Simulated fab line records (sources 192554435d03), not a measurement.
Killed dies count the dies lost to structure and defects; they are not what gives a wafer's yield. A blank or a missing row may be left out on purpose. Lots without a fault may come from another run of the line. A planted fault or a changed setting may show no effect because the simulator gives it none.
Chamber matching | flow n5-finfet | uv-cure-01 running N5_BEOL_M7_CURE_74: 3 sister chambers
The step cures SiCOH lowk, time 240 s. 14 wafers are shown with their chamber, then 7 later ones without.

== WAFERS, EACH WITH ITS CHAMBER ==
wafer  | chamber | wafer_temp_C_max | lamp-power-pct (%)
L076.1 | 0       | 386.7            | 52.27
L076.3 | 0       | 386.4            | 52.26
L076.6 | 0       | 386.5            | 52.27
L077.1 | 0       | 387.0            | 52.38
L077.3 | 0       | 387.6            | 52.25
L077.6 | 0       | 386.5            | 52.32
L081.1 | 1       | 386.0            | 52.40
L081.4 | 1       | 386.6            | 52.20
L081.5 | 1       | 386.0            | 52.36
L086.1 | 2       | 388.4            | 52.23
L086.3 | 2       | 387.5            | 52.25
L086.4 | 2       | 388.1            | 52.30
L091.3 | 0       | 386.7            | 52.40
L091.4 | 0       | 386.9            | 52.29

SIGNATURES (averages over the wafers above)
reading          | chamber 0 | chamber 1 | chamber 2 | scatter within a chamber
wafer_temp_C_max | 386.788   | 386.200   | 388.000   | 0.394
lamp-power-pct   | 52.3050   | 52.3200   | 52.2600   | 0.0658
Rule: for each reading, subtract the chamber's mean from the wafer's reading, divide by that reading's scatter and square the result; add these up over the readings and take the root, which gives the wafer's distance from the chamber. If the next closest chamber is less than 2 further off than the closest, the wafer can't be placed; otherwise it belongs to the closest. The scatter: take each reading less its chamber's mean, square it, sum over the shown wafers, divide by the number of wafers less the number of chambers, and take the root.

== WAFERS MISSING THEIR CHAMBER ==
wafer  | wafer_temp_C_max | lamp-power-pct (%)
L091.6 | 387.4            | 52.29
L092.3 | 387.5            | 52.36
L092.4 | 388.0            | 52.33
L092.6 | 386.8            | 52.36
L095.2 | 387.7            | 52.23
L095.4 | 386.9            | 52.24
L095.6 | 387.7            | 52.30

== EACH ONE'S CHAMBER ==
wafer  | from the rows above          | in truth
L091.6 | can't be placed: 0 or 2 or 1 | 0
L092.3 | can't be placed: 2 or 0 or 1 | 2
L092.4 | 2                            | 2
L092.6 | can't be placed: 0 or 1      | 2
L095.2 | can't be placed: 2 or 0      | 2
L095.4 | can't be placed: 0 or 1 or 2 | 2
L095.6 | can't be placed: 2 or 0      | 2
Placed correctly: 1 of 7. Cannot be placed on the basis of these rows: 6; the candidates contain the true chamber in 5. Placed wrongly: 0.
